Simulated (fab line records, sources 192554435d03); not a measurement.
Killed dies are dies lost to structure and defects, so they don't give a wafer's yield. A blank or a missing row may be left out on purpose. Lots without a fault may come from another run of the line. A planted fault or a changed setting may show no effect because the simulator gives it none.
Split-lot experiment | flow n5_finfet | 7 lots, 21 wafers read, on a route of 1938 steps

THE SPLIT
At N5_BEOL_M8_ETCH_62 (etches SOC in N2/H2, target depth 110 nm, overetch 22 nm, time 165 s), the setting source_w was moved away from the recipe's 840 W on 10 of the 21 wafers read, by -8.3% to +15.2%. The other wafers ran this setting at the recipe's value.

The reading is taken at the split's own step.

THE READING
rf_vpp_V, in V, at N5_BEOL_M8_ETCH_62 (etches SOC in N2/H2, target depth 110 nm, overetch 22 nm, time 165 s). Fault-free wafers of this fab line usually give 524.5 V, standard deviation 2.4 V.

wafer  | tool, chamber at the split | source_w as run, W | against the recipe | rf_vpp_V, V | against lot-mates on the recipe
L074.3 | rie_diel-02, 2             | 967.9              | +15.2%             | 496.5       | no lot-mate on the recipe
L074.4 | rie_diel-02, 0             | 967.9              | +15.2%             | 499.1       | no lot-mate on the recipe
L074.6 | rie_diel-02, 2             | 967.9              | +15.2%             | 496.1       | no lot-mate on the recipe
L075.1 | rie_diel-05, 0             | 840                | recipe             | 528.5       | -
L075.3 | rie_diel-05, 2             | 840                | recipe             | 527.6       | -
L075.4 | rie_diel-05, 3             | 840                | recipe             | 524.4       | -
L079.1 | rie_diel-04, 3             | 840                | recipe             | 527.4       | -
L079.3 | rie_diel-04, 0             | 840                | recipe             | 523.0       | -
L079.6 | rie_diel-04, 0             | 840                | recipe             | 523.1       | -
L083.2 | rie_diel-02, 2             | 840                | recipe             | 522.8       | -
L083.4 | rie_diel-02, 3             | 939.7              | +11.9%             | 503.7       | -19.1
L083.6 | rie_diel-02, 2             | 939.7              | +11.9%             | 501.4       | -21.4
L087.1 | rie_diel-05, 2             | 952.8              | +13.4%             | 503.8       | -24.4
L087.4 | rie_diel-05, 3             | 952.8              | +13.4%             | 500.9       | -27.3
L087.6 | rie_diel-05, 0             | 840                | recipe             | 528.2       | -
L090.3 | rie_diel-05, 1             | 840                | recipe             | 521.5       | -
L090.4 | rie_diel-05, 0             | 882.4              | +5.0%              | 519.7       | -4.9
L090.5 | rie_diel-05, 0             | 840                | recipe             | 527.7       | -
L091.2 | rie_diel-04, 3             | 770                | -8.3%              | 541.3       | +19.6
L091.5 | rie_diel-04, 1             | 840                | recipe             | 521.7       | -
L091.6 | rie_diel-04, 2             | 770                | -8.3%              | 540.3       | +18.6

THE FIT
A straight line over all 21 wafers: rf_vpp_V changes by -1.82 V for each +1% of source_w; r = -0.99; the points scatter about the line by 2.4 V.
The same after taking each lot's own level away (the mean of its wafers on the recipe; 18 wafers): -1.92 V for each +1%; r = -0.98; scatter 2.4 V.
On that fit, the largest move of source_w shifts the reading by 29 V.
The lots' own levels span 521.70 to 528.20 V, that is 2.7 times the standard deviation above.
So the lot-to-lot level changes the slope little: the two slopes agree.
Check: with one of the wafers moved furthest among these (+13.4%) left out of the fit, the line predicts -25.1 V for it against its lot-mates. It came out at -24.4 V against them.
Tool readings at the split's step, against how far the setting was moved: rf_vpp_V r = -0.99.

OTHER SPLITS ON THESE WAFERS
These wafers also went through other splits before the reading. Each is held against what the fit with the lots' levels taken away leaves over:
other split on the same wafers     | wafers away from the commonest value | r with rf_vpp_V (lot level and that fit taken away)
N5_BEOL_M6_COAT_60 spin_rpm        | 9                                    | -0.17
N5_BEOL_M6_ETCH_62 time_s          | 5                                    | -0.11
N5_BEOL_M6_TRENCH_ETCH_37 source_w | 7                                    | +0.21

THE FILE'S OWN FIT
rf_vpp_V changes by -1.86 V for each +1% of source_w, r = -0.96.
